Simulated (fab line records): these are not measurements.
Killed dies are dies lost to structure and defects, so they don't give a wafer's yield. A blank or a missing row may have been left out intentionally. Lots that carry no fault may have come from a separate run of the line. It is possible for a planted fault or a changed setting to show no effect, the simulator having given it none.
fab line records	flow n5_finfet
record: lots: 24	wafers: 72	last_day: 17
route steps=1938 shown BEOL_M14@1771 BEOL_M15@1805
lots with no fault: from the same line, run without faults
start_h: hours from the record's first day to the start of the lot's first wafer shown	wait_h: hours elapsed since this lot's preceding step	" same as the row above	L1.1+2: a single row standing in for several wafers	- value missing, or start not given	* or withheld: withheld	< > ~ a bound
route shown NAME@n: names a module that has steps shown in the file, with the first one's number in the route	usual: mean/standard deviation taken from wafers without a fault	same: alike in all rows	chamber/n: place in a boat	sites: each site's reading	_std_site: the standard deviation of these	_edge_site: inner sites' mean taken away from outer sites' mean	radius_mm: how far each site lies from the wafer's centre	mask NAME#n: copy n	behind: tool/chamber where the wafer was last shaped	hold: cause of the lot's hold/its duration in hours/its outcome	device: names the non-switching transistor (n, p or np)	end of line: tests run on the same wafers once the route is complete	step lacking rows: just its recipe	killed: dies that structure and defects cost at the first sort, which is not the same as the wafer's yield	map: a wafer's dies, x killed, . not, _ none there
set.NAME: the setting the step ran with; set.NAME@STEP: the setting that earlier step ran with	model.NAME: the simulator's own value behind a step, which no gauge read
one table for each step of the route and one row for each wafer, over a sample of lots
services: a tool's chamber out of use, with start hour (start_h, from the record's first day; less than 0 if before it), hours out, and reason
== steps ==
step: N5_BEOL_M14_RS_MEAS_54
recipe: thk_meas_gauge: four-point-probe	reads: Cu_of_BEOL_M14_ECD_47+Ta_of_BEOL_M14_SPUTTER_44+TaN_of_BEOL_M14_SPUTTER_43
usual: M14_RS: 0.0335/0.00051
lot.wafer	tool	chamber	start_h	wait_h	M14_RS[ohm/sq]
L074.3	film_metro-01	-	270.47	0.1	0.0342
L074.5	"	-	"	"	0.0341
L074.6	"	-	"	"	0.0340
L075.3	film_metro-02	-	270.86	0.1	0.0343
L075.4	"	-	"	"	0.0344
L075.5	"	-	"	"	0.0336
L076.2	film_metro-01	-	273.61	0.1	0.0328
L076.4	"	-	"	"	0.0329
L076.5	"	-	"	"	0.0336
L078.4	film_metro-01	-	274.55	0.0	0.0332
L078.5	"	-	"	"	0.0341
L078.6	"	-	"	"	0.0341
L077.1	film_metro-02	-	274.99	0.0	0.0340
L077.3	"	-	"	"	0.0331
L077.5	"	-	"	"	0.0329
L079.2	film_metro-02	-	275.94	0.1	0.0330
L079.3	"	-	"	"	0.0331
L079.6	"	-	"	"	0.0332
L080.2	film_metro-02	-	294.41	0.1	0.0340
L080.3	"	-	"	"	0.0330
L080.5	"	-	"	"	0.0331
L081.1	film_metro-01	-	300.02	0.0	0.0329
L081.3	"	-	"	"	0.0328
L081.6	"	-	"	"	0.0335
L082.1	film_metro-01	-	305.82	0.0	0.0334
L082.4	"	-	"	"	0.0341
L082.6	"	-	"	"	0.0332
L083.1	film_metro-01	-	313.75	0.0	0.0324
L083.3	"	-	"	"	0.0338
L083.4	"	-	"	"	0.0333
L084.2	film_metro-02	-	322.24	0.1	0.0338
L084.5	"	-	"	"	0.0339
L084.6	"	-	"	"	0.0336
L085.3	film_metro-02	-	325.03	0.1	0.0339
L085.4	"	-	"	"	0.0336
L085.6	"	-	"	"	0.0326
L088.4	film_metro-02	-	329.18	0.0	0.0342
L088.5	"	-	"	"	0.0333
L088.6	"	-	"	"	0.0329
L087.2	film_metro-01	-	330.87	0.1	0.0338
L087.3	"	-	"	"	0.0339
L087.6	"	-	"	"	0.0333
L086.2	film_metro-01	-	339.20	0.1	0.0329
L086.4	"	-	"	"	0.0346
L086.5	"	-	"	"	0.0337
L090.1	film_metro-02	-	340.41	0.0	0.0332
L090.2	"	-	"	"	0.0337
L090.6	"	-	"	"	0.0337
L089.1	film_metro-02	-	342.76	0.0	0.0339
L089.3	"	-	"	"	0.0334
L089.4	"	-	"	"	0.0334
L092.2	film_metro-01	-	357.83	0.1	0.0328
L092.3	"	-	"	"	0.0330
L092.6	"	-	"	"	0.0347
L091.1	film_metro-02	-	363.64	0.1	0.0326
L091.2	"	-	"	"	0.0331
L091.3	"	-	"	"	0.0335
L095.2	film_metro-01	-	368.88	0.1	0.0339
L095.3	"	-	"	"	0.0331
L095.5	"	-	"	"	0.0339
L093.1	film_metro-02	-	378.42	0.1	0.0331
L093.2	"	-	"	"	0.0329
L093.6	"	-	"	"	0.0333
L094.1	film_metro-01	-	379.15	0.1	0.0332
L094.2	"	-	"	"	0.0333
L094.6	"	-	"	"	0.0336
L096.2	film_metro-01	-	381.77	0.1	0.0333
L096.5	"	-	"	"	0.0332
L096.6	"	-	"	"	0.0335
L097.4	film_metro-01	-	389.04	0.1	0.0330
L097.5	"	-	"	"	0.0331
L097.6	"	-	"	"	0.0328
step: N5_BEOL_M15_OVL_MEAS_29
recipe: points_per_wafer: 44
usual: M15_OVL: 0/5.2
lot.wafer	tool	chamber	start_h	wait_h	M15_OVL[nm]
L074.3	overlay-01	0	272.88	0.0	0
L074.5	"	0	"	"	-3
L074.6	"	0	"	"	-6
L075.3	overlay-02	0	274.65	0.0	0
L075.4	"	0	"	"	-6
L075.5	"	0	"	"	-8
L076.2	overlay-01	0	276.73	0.0	14
L076.4	"	0	"	"	8
L076.5	"	0	"	"	7
L078.4	overlay-01	0	278.65	0.0	1
L078.5	"	0	"	"	1
L078.6	"	0	"	"	1
L077.1	overlay-02	0	279.13	0.0	-1
L077.3	"	0	"	"	9
L077.5	"	0	"	"	9
L079.2	overlay-01	0	280.30	0.0	-6
L079.3	"	0	"	"	-9
L079.6	"	0	"	"	-1
L080.2	overlay-02	0	296.75	0.0	4
L080.3	"	0	"	"	5
L080.5	"	0	"	"	12
L081.1	overlay-02	0	302.27	0.0	6
L081.3	"	0	"	"	-2
L081.6	"	0	"	"	-5
L082.1	overlay-01	0	308.24	0.0	-2
L082.4	"	0	"	"	-9
L082.6	"	0	"	"	-7
L083.1	overlay-02	0	315.97	0.0	-5
L083.3	"	0	"	"	1
L083.4	"	0	"	"	-1
L084.2	overlay-01	0	324.64	0.0	-1
L084.5	"	0	"	"	-1
L084.6	"	0	"	"	-1
L085.3	overlay-01	0	327.32	0.0	4
L085.4	"	0	"	"	-2
L085.6	"	0	"	"	-2
L088.4	overlay-02	0	331.57	0.0	0
L088.5	"	0	"	"	-9
L088.6	"	0	"	"	-6
L087.2	overlay-01	0	333.23	0.0	2
L087.3	"	0	"	"	6
L087.6	"	0	"	"	6
L086.2	overlay-02	0	341.84	0.0	-6
L086.4	"	0	"	"	-5
L086.5	"	0	"	"	-7
L090.1	overlay-02	0	342.65	0.0	-2
L090.2	"	0	"	"	-7
L090.6	"	0	"	"	1
L089.1	overlay-01	0	345.31	0.0	-7
L089.3	"	0	"	"	0
L089.4	"	0	"	"	5
L092.2	overlay-01	0	360.09	0.0	-3
L092.3	"	0	"	"	4
L092.6	"	0	"	"	0
L091.1	overlay-01	0	365.87	0.0	-1
L091.2	"	0	"	"	-8
L091.3	"	0	"	"	-5
L095.2	overlay-02	0	371.66	0.0	4
L095.3	"	0	"	"	-1
L095.5	"	0	"	"	-2
L093.1	overlay-01	0	381.17	0.0	0
L093.2	"	0	"	"	0
L093.6	"	0	"	"	3
L094.1	overlay-02	0	381.67	0.0	0
L094.2	"	0	"	"	-2
L094.6	"	0	"	"	-2
L096.2	overlay-02	0	384.25	0.0	4
L096.5	"	0	"	"	4
L096.6	"	0	"	"	1
L097.4	overlay-02	0	391.73	0.0	-8
L097.5	"	0	"	"	-7
L097.6	"	0	"	"	-8
step: N5_BEOL_M15_TRENCH_ETCH_34
recipe: chemistry: C4F8/O2/Ar	target: SiO2	target_depth_a: 8729.3	he_inner_torr: 15	he_outer_torr: 30	time_s: 199	ion_energy_ev: 800	pressure_mtorr: 20	source_w: 1905	bias_w: 2040	Ar_flow_sccm: 400	C4F8_flow_sccm: 16	O2_flow_sccm: 12
usual: chamber_pressure_mTorr: 20.002/0.018	drypump_motor_current_A: 5.85/0.26	oes_f_703_au: 0.81/0.084	oes_o_777_au: 0.81/0.084	oes_product_au: 0.81/0.091	rf_vpp_V: 2230/16	showerhead_plenum_p_Torr: 3.44/0.098	throttle_valve_pct: 30.92/0.29
lot.wafer	tool	chamber	start_h	wait_h	chamber_pressure_mTorr	drypump_motor_current_A	oes_f_703_au	oes_o_777_au	oes_product_au	rf_hours_counter_h	rf_vpp_V	showerhead_plenum_p_Torr	throttle_valve_pct
L074.3	rie_diel-02	0	274.30	0.0	19.998	6.11	0.74	0.74	0.73	188	2225	3.42	31.24
L074.5	"	1	"	"	20.008	5.90	0.70	0.70	0.69	-	2232	3.39	31.21
L074.6	"	0	"	"	19.994	6.11	0.74	0.73	0.73	-	2227	3.42	31.24
L075.3	rie_diel-06	2	276.60	0.0	19.974	5.78	0.72	0.72	0.71	212	2248	3.54	31.07
L075.4	"	1	"	"	19.987	5.95	0.92	0.94	0.94	12	2261	3.51	30.53
L075.5	"	0	"	"	20.008	5.84	0.93	0.92	0.94	-	2238	3.51	30.93
L076.2	rie_diel-02	1	279.33	0.0	20.028	5.90	0.70	0.69	0.69	242	2231	3.38	31.23
L076.4	"	2	"	"	20.004	5.33	0.76	0.77	0.75	175	2205	3.30	30.71
L076.5	"	1	"	"	19.973	5.91	0.70	0.70	0.68	-	2233	3.38	31.21
L078.4	rie_diel-06	0	280.76	0.0	19.976	5.82	0.92	0.91	0.93	9	2236	3.50	30.93
L078.5	"	0	"	"	20.031	5.81	0.92	0.92	0.93	-	2236	3.51	30.95
L078.6	"	1	"	"	20.018	5.96	0.92	0.93	0.93	-	2260	3.51	30.53
L077.1	rie_diel-06	1	281.05	0.0	20.015	5.96	0.92	0.93	0.93	15	2261	3.51	30.55
L077.3	"	2	"	"	20.006	5.76	0.72	0.71	0.71	215	2247	3.54	31.05
L077.5	"	0	"	"	19.992	5.85	0.93	0.92	0.93	-	2236	3.50	30.95
L079.2	rie_diel-02	3	282.49	0.0	19.997	5.60	0.94	0.94	0.94	12	2208	3.50	30.72
L079.3	"	0	"	"	19.981	6.10	0.73	0.73	0.73	192	2225	3.42	31.25
L079.6	"	1	"	"	20.012	5.89	0.70	0.69	0.68	-	2231	3.38	31.21
L080.2	rie_diel-02	2	296.90	0.0	20.017	5.33	0.74	0.76	0.74	184	2206	3.29	30.73
L080.3	"	0	"	"	20.006	6.10	0.73	0.73	0.72	200	2224	3.42	31.25
L080.5	"	0	"	"	19.950	6.09	0.73	0.73	0.72	-	2225	3.42	31.25
L081.1	rie_diel-06	0	302.41	0.0	20.004	5.84	0.90	0.89	0.90	19	2236	3.50	30.94
L081.3	"	1	"	"	19.971	5.96	0.90	0.91	0.91	25	2259	3.50	30.55
L081.6	"	0	"	"	20.033	5.83	0.90	0.90	0.90	-	2236	3.50	30.95
L082.1	rie_diel-04	3	308.39	0.0	19.994	5.48	0.72	0.71	0.70	240	2206	3.39	31.16
L082.4	"	2	"	"	19.994	5.81	0.86	0.86	0.86	55	2237	3.35	30.19
L082.6	"	3	"	"	20.033	5.49	0.72	0.72	0.70	-	2206	3.39	31.16
L083.1	rie_diel-02	3	316.11	0.0	20.020	5.59	0.92	0.91	0.93	22	2207	3.50	30.77
L083.3	"	2	"	"	20.009	5.33	0.74	0.75	0.73	193	2206	3.29	30.72
L083.4	"	0	"	"	19.980	6.10	0.72	0.73	0.72	-	2224	3.41	31.26
L084.2	rie_diel-04	3	324.79	0.0	20.035	5.49	0.71	0.71	0.70	245	2207	3.39	31.18
L084.5	"	1	"	"	19.992	6.23	0.87	0.88	0.89	-	2231	3.63	31.17
L084.6	"	2	"	"	20.003	5.82	0.85	0.86	0.86	-	2236	3.35	30.23
L085.3	rie_diel-06	3	327.46	0.0	19.974	6.14	0.76	0.75	0.76	133	2238	3.31	31.08
L085.4	"	2	"	"	20.001	5.77	0.71	0.71	0.70	230	2248	3.53	31.09
L085.6	"	3	"	"	19.981	6.15	0.75	0.75	0.76	-	2238	3.31	31.09
L088.4	rie_diel-06	0	331.72	0.0	19.980	5.83	0.88	0.88	0.88	28	2236	3.50	30.95
L088.5	"	3	"	"	19.988	6.14	0.75	0.75	0.75	-	2239	3.31	31.10
L088.6	"	0	"	"	19.987	5.82	0.89	0.88	0.89	-	2235	3.50	30.95
L087.2	rie_diel-06	1	333.82	0.0	20.024	5.95	0.88	0.89	0.89	35	2259	3.50	30.55
L087.3	"	3	"	"	20.032	6.15	0.76	0.75	0.76	136	2238	3.31	31.11
L087.6	"	1	"	"	19.998	5.96	0.87	0.89	0.89	-	2261	3.50	30.56
L086.2	rie_diel-02	0	342.18	0.0	19.999	6.10	0.72	0.72	0.71	219	2223	3.41	31.27
L086.4	"	3	"	"	19.990	5.60	0.90	0.89	0.90	32	2208	3.49	30.76
L086.5	"	1	"	"	19.993	5.91	0.94	0.93	0.95	-	2231	3.37	30.98
L090.1	rie_diel-04	0	342.79	0.0	19.979	5.84	0.74	0.75	0.73	193	2227	3.53	31.15
L090.2	"	2	"	"	20.004	5.83	0.85	0.85	0.86	66	2235	3.35	30.23
L090.6	"	0	"	"	20.003	5.82	0.74	0.75	0.74	-	2226	3.53	31.16
L089.1	rie_diel-02	3	345.45	0.0	20.000	5.62	0.89	0.90	0.89	33	2207	3.49	30.77
L089.3	"	0	"	"	20.006	6.10	0.71	0.72	0.70	220	2224	3.41	31.26
L089.4	"	1	"	"	20.003	5.88	0.93	0.94	0.92	7	2232	3.38	30.97
L092.2	rie_diel-02	2	360.23	0.0	20.000	5.34	0.73	0.73	0.73	208	2205	3.28	30.72
L092.3	"	1	"	"	19.996	5.92	0.92	0.92	0.93	11	2230	3.37	31.00
L092.6	"	2	"	"	20.000	5.34	0.72	0.74	0.73	-	2205	3.28	30.75
L091.1	rie_diel-06	3	366.02	0.0	20.011	6.17	0.74	0.75	0.74	145	2238	3.31	31.10
L091.2	"	0	"	"	20.011	5.84	0.86	0.86	0.87	37	2235	3.49	30.98
L091.3	"	1	"	"	19.978	5.95	0.87	0.87	0.88	45	2258	3.49	30.56
L095.2	rie_diel-06	3	371.81	0.0	19.989	6.14	0.74	0.74	0.74	147	2237	3.31	31.12
L095.3	"	1	"	"	20.017	5.97	0.87	0.87	0.88	46	2259	3.49	30.54
L095.5	"	0	"	"	19.997	5.85	0.86	0.86	0.87	-	2234	3.49	30.97
L093.1	rie_diel-04	3	381.55	0.0	20.037	5.47	0.96	0.98	0.96	7	2206	3.38	30.91
L093.2	"	1	"	"	20.020	6.26	0.84	0.85	0.85	74	2230	3.62	31.18
L093.6	"	0	"	"	20.019	5.85	0.74	0.73	0.73	-	2225	3.52	31.18
L094.1	rie_diel-02	1	381.83	0.0	20.012	5.90	0.91	0.89	0.90	18	2231	3.37	30.97
L094.2	"	2	"	"	20.010	5.33	0.72	0.73	0.71	215	2204	3.28	30.72
L094.6	"	3	"	"	20.023	5.60	0.87	0.87	0.88	-	2206	3.49	30.77
L096.2	rie_diel-04	2	384.39	0.0	20.013	5.81	0.84	0.83	0.83	79	2236	3.34	30.22
L096.5	"	3	"	"	20.007	5.47	0.96	0.96	0.96	-	2206	3.38	30.90
L096.6	"	2	"	"	19.995	5.82	0.83	0.83	0.83	-	2236	3.34	30.23
L097.4	rie_diel-04	1	392.22	0.1	20.021	6.28	0.84	0.85	0.86	-	2231	3.61	31.19
L097.5	"	0	"	"	19.987	5.84	0.74	0.73	0.72	-	2226	3.52	31.19
L097.6	"	2	"	"	19.974	5.79	0.83	0.82	0.83	-	2236	3.34	30.23
step: N5_BEOL_M15_STRIP_37
recipe: chemistry: O2	power_w: 600	temp_c: 60	pressure_mtorr: 30	rf_frequency_hz: 6e+07	bias_power_w: 0	overash_fraction: 0.3	o2_flow_sccm: 225
usual: chamber_pressure_mTorr: 30.00/0.036	drypump_motor_current_A: 5.85/0.26	o2_flow_sccm: 225.0/0.64	oes_product_au: 0.80/0.091	rf_vpp_V: 3.6/0.66	showerhead_plenum_p_Torr: 2.11/0.066	throttle_valve_pct: 16.72/0.28
lot.wafer	tool	chamber	start_h	wait_h	chamber_pressure_mTorr	drypump_motor_current_A	o2_flow_sccm	oes_product_au	rf_hours_counter_h	rf_vpp_V	showerhead_plenum_p_Torr	throttle_valve_pct
L074.3	rie_diel-06	1	-	-	30.04	5.95	224.0	0.95	11	4.1	2.16	16.38
L074.5	"	1	"	"	30.01	5.96	224.4	0.95	-	3.9	2.16	16.39
L074.6	"	2	"	"	30.00	5.77	224.9	0.70	-	4.1	2.16	16.84
L075.3	rie_diel-06	3	-	-	29.99	6.15	225.0	0.78	115	3.4	2.02	16.83
L075.4	"	0	"	"	30.00	5.84	225.0	0.92	8	4.0	2.15	16.67
L075.5	"	2	"	"	29.97	5.78	224.8	0.69	-	4.1	2.16	16.84
L076.2	rie_diel-02	2	-	-	30.02	5.32	225.5	0.74	175	3.3	2.02	16.61
L076.4	"	0	"	"	29.99	6.08	225.9	0.73	191	2.6	2.09	16.97
L076.5	"	0	"	"	30.01	6.09	225.0	0.73	-	4.6	2.09	16.97
L078.4	rie_diel-02	3	-	-	30.02	5.61	224.3	0.96	13	3.0	2.15	16.49
L078.5	"	1	"	"	30.00	5.88	224.1	0.68	-	4.2	2.06	17.05
L078.6	"	0	"	"	30.00	6.08	226.5	0.73	-	3.4	2.09	16.95
L077.1	rie_diel-06	2	-	-	29.95	5.78	224.7	0.70	216	3.3	2.16	16.85
L077.3	"	3	"	"	29.96	6.15	225.4	0.77	117	3.1	2.02	16.84
L077.5	"	1	"	"	30.01	5.97	225.7	0.94	-	3.7	2.16	16.38
L079.2	rie_diel-02	0	-	-	30.00	6.08	225.1	0.72	193	3.9	2.08	16.96
L079.3	"	3	"	"	30.03	5.58	224.5	0.96	13	3.1	2.14	16.49
L079.6	"	1	"	"	30.04	5.90	225.6	0.68	-	4.2	2.06	17.07
L080.2	rie_diel-06	0	-	-	29.90	5.81	225.1	0.91	17	4.5	2.14	16.69
L080.3	"	2	"	"	29.95	5.77	225.5	0.69	223	5.6	2.15	16.85
L080.5	"	3	"	"	29.97	6.14	224.1	0.76	-	4.8	2.02	16.86
L081.1	rie_diel-02	0	-	-	30.02	6.09	224.5	0.73	204	3.1	2.08	16.99
L081.3	"	3	"	"	29.96	5.59	224.8	0.94	17	2.3	2.14	16.49
L081.6	"	3	"	"	30.03	5.57	225.5	0.95	-	3.4	2.14	16.50
L082.1	rie_diel-04	0	-	-	29.95	5.85	226.1	0.73	182	3.9	2.17	17.08
L082.4	"	2	"	"	29.97	5.82	225.3	0.85	56	3.6	2.04	16.10
L082.6	"	1	"	"	29.99	6.28	225.4	0.89	-	4.2	2.23	16.80
L083.1	rie_diel-04	3	-	-	30.04	5.44	225.7	0.69	243	2.6	2.07	16.99
L083.3	"	0	"	"	29.97	5.84	226.1	0.72	184	3.0	2.17	17.07
L083.4	"	1	"	"	29.97	6.24	225.1	0.88	52	3.4	2.23	16.77
L084.2	rie_diel-04	1	-	-	29.95	6.25	224.3	0.87	55	3.3	2.23	16.81
L084.5	"	3	"	"	29.99	5.47	224.3	0.70	-	3.5	2.07	17.00
L084.6	"	2	"	"	30.01	5.80	224.6	0.85	-	3.7	2.04	16.09
L085.3	rie_diel-06	0	-	-	29.92	5.83	225.1	0.89	27	3.2	2.14	16.71
L085.4	"	3	"	"	29.98	6.13	226.3	0.76	133	4.0	2.02	16.86
L085.6	"	3	"	"	29.96	6.16	225.4	0.76	-	2.8	2.02	16.88
L088.4	rie_diel-04	1	-	-	30.02	6.25	224.7	0.87	58	5.0	2.23	16.83
L088.5	"	0	"	"	29.97	5.82	224.9	0.73	-	3.0	2.17	17.09
L088.6	"	1	"	"	29.97	6.25	224.3	0.87	-	3.2	2.23	16.80
L087.2	rie_diel-04	1	-	-	29.98	6.26	224.6	0.88	60	3.6	2.23	16.82
L087.3	"	0	"	"	29.99	5.85	224.3	0.74	191	2.2	2.17	17.09
L087.6	"	1	"	"	29.99	6.26	225.6	0.88	-	3.7	2.22	16.81
L090.1	rie_diel-04	2	-	-	30.00	5.80	225.3	0.85	67	5.0	2.04	16.11
L090.2	"	0	"	"	30.03	5.83	225.0	0.72	193	3.7	2.17	17.10
L090.6	"	0	"	"	29.97	5.85	225.8	0.72	-	3.8	2.17	17.07
L086.2	rie_diel-06	0	-	-	30.00	5.84	225.5	0.87	32	2.9	2.14	16.73
L086.4	"	2	"	"	29.96	5.77	225.0	0.69	237	3.1	2.15	16.87
L086.5	"	2	"	"	30.02	5.75	224.3	0.70	-	5.0	2.15	16.89
L089.1	rie_diel-06	2	-	-	30.01	5.78	225.5	0.69	238	3.5	2.15	16.90
L089.3	"	0	"	"	30.07	5.83	224.3	0.88	32	2.8	2.14	16.73
L089.4	"	3	"	"	30.03	6.15	225.4	0.75	140	4.5	2.02	16.88
L092.2	rie_diel-02	1	-	-	29.95	5.91	226.2	0.94	11	4.5	2.05	16.64
L092.3	"	2	"	"	29.99	5.30	226.1	0.72	208	3.3	2.00	16.69
L092.6	"	0	"	"	29.97	6.10	225.0	0.71	-	2.9	2.07	17.01
L091.1	rie_diel-02	1	-	-	29.97	5.90	225.0	0.92	14	3.1	2.05	16.61
L091.2	"	2	"	"	30.05	5.31	224.7	0.71	210	2.7	2.00	16.70
L091.3	"	0	"	"	30.05	6.10	225.6	0.71	226	3.9	2.07	17.05
L095.2	rie_diel-02	3	-	-	30.03	5.59	226.0	0.88	42	4.2	2.13	16.54
L095.3	"	1	"	"	30.05	5.89	224.5	0.91	15	3.4	2.05	16.63
L095.5	"	3	"	"	29.99	5.58	225.6	0.90	-	3.7	2.13	16.53
L093.1	rie_diel-04	3	-	-	29.98	5.44	224.0	0.94	8	4.0	2.06	16.54
L093.2	"	2	"	"	30.05	5.83	224.3	0.83	79	3.2	2.04	16.13
L093.6	"	2	"	"	30.02	5.79	224.6	0.83	-	4.1	2.04	16.14
L094.1	rie_diel-02	2	-	-	30.04	5.28	225.1	0.71	216	3.3	2.00	16.70
L094.2	"	1	"	"	30.00	5.91	223.7	0.91	18	4.9	2.05	16.64
L094.6	"	1	"	"	30.08	5.89	224.4	0.90	-	2.3	2.05	16.63
L096.2	rie_diel-04	2	-	-	29.98	5.80	224.7	0.84	80	2.6	2.04	16.13
L096.5	"	1	"	"	29.96	6.25	225.7	0.86	-	5.5	2.22	16.84
L096.6	"	2	"	"	30.02	5.79	224.7	0.83	-	3.6	2.04	16.14
L097.4	rie_diel-06	1	-	-	29.99	5.94	224.8	0.86	53	3.9	2.14	16.46
L097.5	"	1	"	"	30.08	5.96	225.2	0.88	-	3.7	2.14	16.47
L097.6	"	2	"	"	29.94	5.78	225.2	0.69	-	4.3	2.14	16.91
step: N5_BEOL_M15_DEGAS_41
recipe: ambient: vacuum	temp_c: 300	time_s: 60
usual: heater_power_w: 476/55
lot.wafer	tool	chamber	start_h	wait_h	heater_power_w
L074.3	pvd_sputter-02	-	275.25	0.4	536
L074.5	"	-	"	"	467
L074.6	"	-	"	"	426
L075.3	pvd_sputter-01	-	279.71	0.4	482
L075.4	"	-	"	"	415
L075.5	"	-	"	"	476
L076.2	pvd_sputter-01	-	280.23	0.1	497
L076.4	"	-	"	"	412
L076.5	"	-	"	"	493
L078.4	pvd_sputter-02	-	283.66	0.2	478
L078.5	"	-	"	"	428
L078.6	"	-	"	"	472
L077.1	pvd_sputter-01	-	283.73	0.2	422
L077.3	"	-	"	"	500
L077.5	"	-	"	"	511
L079.2	pvd_sputter-01	-	284.05	0.3	498
L079.3	"	-	"	"	420
L079.6	"	-	"	"	414
L080.2	pvd_sputter-01	-	299.23	0.1	502
L080.3	"	-	"	"	406
L080.5	"	-	"	"	506
L081.1	pvd_sputter-01	-	305.19	0.7	406
L081.3	"	-	"	"	500
L081.6	"	-	"	"	412
L082.1	pvd_sputter-03	-	310.75	0.3	410
L082.4	"	-	"	"	595
L082.6	"	-	"	"	535
L083.1	pvd_sputter-02	-	317.05	0.4	468
L083.3	"	-	"	"	539
L083.4	"	-	"	"	424
L084.2	pvd_sputter-02	-	326.22	0.3	537
L084.5	"	-	"	"	492
L084.6	"	-	"	"	428
L085.3	pvd_sputter-01	-	329.12	0.9	406
L085.4	"	-	"	"	406
L085.6	"	-	"	"	416
L088.4	pvd_sputter-01	-	332.66	0.2	418
L088.5	"	-	"	"	497
L088.6	"	-	"	"	406
L087.2	pvd_sputter-03	-	339.12	0.3	603
L087.3	"	-	"	"	530
L087.6	"	-	"	"	573
L090.1	pvd_sputter-03	-	345.81	1.4	492
L090.2	"	-	"	"	402
L090.6	"	-	"	"	414
L086.2	pvd_sputter-03	-	346.13	1.6	539
L086.4	"	-	"	"	576
L086.5	"	-	"	"	580
L089.1	pvd_sputter-03	-	346.87	0.4	575
L089.3	"	-	"	"	536
L089.4	"	-	"	"	484
L092.2	pvd_sputter-03	-	361.37	0.3	414
L092.3	"	-	"	"	536
L092.6	"	-	"	"	480
L091.1	pvd_sputter-01	-	367.14	0.3	503
L091.2	"	-	"	"	484
L091.3	"	-	"	"	410
L095.2	pvd_sputter-03	-	373.70	0.3	476
L095.3	"	-	"	"	406
L095.5	"	-	"	"	583
L093.1	pvd_sputter-02	-	383.78	0.4	503
L093.2	"	-	"	"	529
L093.6	"	-	"	"	478
L094.1	pvd_sputter-02	-	384.84	0.6	472
L094.2	"	-	"	"	531
L094.6	"	-	"	"	429
L096.2	pvd_sputter-02	-	385.88	0.4	529
L096.5	"	-	"	"	465
L096.6	"	-	"	"	511
L097.4	pvd_sputter-01	-	393.44	0.2	418
L097.5	"	-	"	"	501
L097.6	"	-	"	"	482
step: N5_BEOL_M15_THK_MEAS_50
recipe: thk_meas_gauge: xrf	reads: Cu_of_BEOL_M15_ECD_47
usual: M15_THK: 847/19
lot.wafer	tool	chamber	start_h	wait_h	M15_THK[nm]
L074.3	film_metro-01	-	276.48	-	809
L074.5	"	-	"	"	820
L074.6	"	-	"	"	819
L075.3	film_metro-02	-	280.92	-	844
L075.4	"	-	"	"	865
L075.5	"	-	"	"	849
L076.2	film_metro-02	-	281.42	-	819
L076.4	"	-	"	"	835
L076.5	"	-	"	"	828
L078.4	film_metro-01	-	284.92	-	845
L078.5	"	-	"	"	859
L078.6	"	-	"	"	859
L077.1	film_metro-02	-	284.99	-	872
L077.3	"	-	"	"	851
L077.5	"	-	"	"	851
L079.2	film_metro-01	-	285.26	-	841
L079.3	"	-	"	"	812
L079.6	"	-	"	"	822
L080.2	film_metro-01	-	300.97	-	845
L080.3	"	-	"	"	830
L080.5	"	-	"	"	822
L081.1	film_metro-01	-	306.38	-	844
L081.3	"	-	"	"	870
L081.6	"	-	"	"	842
L082.1	film_metro-01	-	311.94	-	836
L082.4	"	-	"	"	864
L082.6	"	-	"	"	838
L083.1	film_metro-01	-	318.24	-	857
L083.3	"	-	"	"	841
L083.4	"	-	"	"	823
L084.2	film_metro-01	-	327.50	-	842
L084.5	"	-	"	"	870
L084.6	"	-	"	"	867
L085.3	film_metro-02	-	330.47	-	830
L085.4	"	-	"	"	837
L085.6	"	-	"	"	820
L088.4	film_metro-02	-	333.83	-	853
L088.5	"	-	"	"	822
L088.6	"	-	"	"	849
L087.2	film_metro-01	-	340.51	-	868
L087.3	"	-	"	"	828
L087.6	"	-	"	"	861
L090.1	film_metro-02	-	347.00	-	845
L090.2	"	-	"	"	884
L090.6	"	-	"	"	852
L086.2	film_metro-01	-	347.32	-	833
L086.4	"	-	"	"	860
L086.5	"	-	"	"	873
L089.1	film_metro-01	-	348.06	-	834
L089.3	"	-	"	"	806
L089.4	"	-	"	"	849
L092.2	film_metro-01	-	362.93	-	838
L092.3	"	-	"	"	867
L092.6	"	-	"	"	838
L091.1	film_metro-01	-	368.76	-	829
L091.2	"	-	"	"	842
L091.3	"	-	"	"	874
L095.2	film_metro-01	-	374.91	-	832
L095.3	"	-	"	"	881
L095.5	"	-	"	"	858
L093.1	film_metro-02	-	385.08	-	869
L093.2	"	-	"	"	885
L093.6	"	-	"	"	856
L094.1	film_metro-01	-	386.63	-	850
L094.2	"	-	"	"	825
L094.6	"	-	"	"	845
L096.2	film_metro-02	-	388.63	-	860
L096.5	"	-	"	"	864
L096.6	"	-	"	"	866
L097.4	film_metro-01	-	395.14	-	884
L097.5	"	-	"	"	865
L097.6	"	-	"	"	875
== services ==
tool	chamber	start_h	hours	kind
rie_diel-04	3	256.08	4.6	repair
rie_diel-04	-	270.47	28.1	pm
rie_diel-02	3	286.50	12.4	repair
rie_diel-02	1	298.96	-	clean
rie_diel-02	1	298.96	-	consumable_replace:focus_ring
rie_diel-02	1	298.96	24.0	scheduled_down
rie_diel-02	1	298.96	24.0	vent_cycle
rie_diel-04	2	300.05	8.2	repair
rie_diel-06	2	315.03	5.0	repair
rie_diel-04	2	334.34	3.7	repair
rie_diel-04	3	338.15	-	clean
rie_diel-04	3	338.15	-	consumable_replace:focus_ring
rie_diel-04	3	338.15	16.6	scheduled_down
rie_diel-04	3	338.15	16.6	vent_cycle
rie_diel-06	2	364.29	10.0	repair
rie_diel-06	-	368.95	1.7	repair
rie_diel-04	3	386.30	19.0	repair
rie_diel-02	-	389.42	14.6	pm
pvd_sputter-03	-	390.12	2.8	repair
== key ==
fault none
